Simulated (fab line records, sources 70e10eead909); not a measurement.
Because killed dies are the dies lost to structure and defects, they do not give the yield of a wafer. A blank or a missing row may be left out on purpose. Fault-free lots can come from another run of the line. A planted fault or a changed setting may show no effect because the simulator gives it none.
One fault seen from 2 desks | flow nand_harc | what lay behind the numbers comes last; until then each desk has only its own

== THE DEFECT DESK ==
Per lot, the means of the sampled wafers with a number show what the inspections along the route counted. If a lot's mean is further than 4 standard deviations from the usual mean, the lot is out of limits and carries the mark OUT (the distance appears in the brackets).
Columns: A = raw_defect_count at NHARC_A_CHANNEL_HOLE_D1_INSPECT_40, usual 59
lot  | first seen here | A
L830 | day 9 06:58     | 37
L831 | day 9 07:13     | 80
L834 | day 9 14:34     | 57
L835 | day 9 15:17     | 48
L836 | day 9 21:09     | 58
L839 | day 11 00:44    | 62
L840 | day 11 01:43    | 38
L842 | day 11 19:11    | 42
L849 | day 13 07:07    | 642 (+36) OUT
L848 | day 13 07:53    | 69
L847 | day 13 10:49    | 649 (+37) OUT
This desk's verdict: out of limits on L847, L849, starting with L849 at day 13 07:07 (raw_defect_count at NHARC_A_CHANNEL_HOLE_D1_INSPECT_40). L830, L831, L834, L835, L836, L839, L840, L842, L848 stayed within limits.

== DESK OF THE TOOL OWNER: rie_diel-01 ==
The tool's own readings at NHARC_A_CHANNEL_HOLE_D1_ETCH_44 (etches the open film in CF4/O2, target depth 140 nm, overetch 14 nm, time 77 s): means of the sampled wafers that have a number, for each lot that ran on this tool. If a lot's mean is further than 4 standard deviations from the usual mean, the lot is out of limits and carries the mark OUT (the distance appears in the brackets).
Columns: A = drypump_motor_current_A at NHARC_A_CHANNEL_HOLE_D1_ETCH_44, usual 5.8 A; B = oes_o_777_au at NHARC_A_CHANNEL_HOLE_D1_ETCH_44, usual 1.000 a.u.; C = oes_product_au at NHARC_A_CHANNEL_HOLE_D1_ETCH_44, usual 0.996 a.u.; D = rf_vpp_V at NHARC_A_CHANNEL_HOLE_D1_ETCH_44, usual 198.5 V; E = showerhead_plenum_p_Torr at NHARC_A_CHANNEL_HOLE_D1_ETCH_44, usual 1.37 Torr; F = throttle_valve_pct at NHARC_A_CHANNEL_HOLE_D1_ETCH_44, usual 13.398 %
lot  | first seen here | A   | B     | C     | D     | E    | F
L830 | day 9 05:58     | 5.9 | 1.000 | 0.996 | 198.5 | 1.35 | 13.393
L835 | day 9 14:18     | 6.0 | 0.993 | 0.992 | 198.1 | 1.40 | 13.407
L839 | day 10 23:39    | 5.9 | 1.003 | 0.995 | 197.9 | 1.34 | 13.397
L849 | day 13 06:08    | 6.1 | 0.999 | 0.990 | 196.8 | 1.30 | 13.394
L847 | day 13 09:50    | 5.9 | 1.000 | 0.998 | 197.9 | 1.35 | 13.391
This desk's finding: nothing out of limits on any of the 5 lots.

== PUT TOGETHER ==
The defect desk could have raised an alarm at day 13 07:07, on L847, L849.
The tool owner's desk saw nothing out of limits.
Tool owner's desk: L847, L849 on record, inside its limits.
NHARC_A_CHANNEL_HOLE_D1_ETCH_44 was run on rie_diel-01 by each of the lots named.

== WHAT THE SIMULATOR HAD INSERTED ==
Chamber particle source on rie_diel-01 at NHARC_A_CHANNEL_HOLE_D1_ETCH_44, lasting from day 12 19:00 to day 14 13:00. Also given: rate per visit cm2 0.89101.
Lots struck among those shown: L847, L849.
Hours from the fault's start to each desk's first reading out of limits: the defect desk, 12.
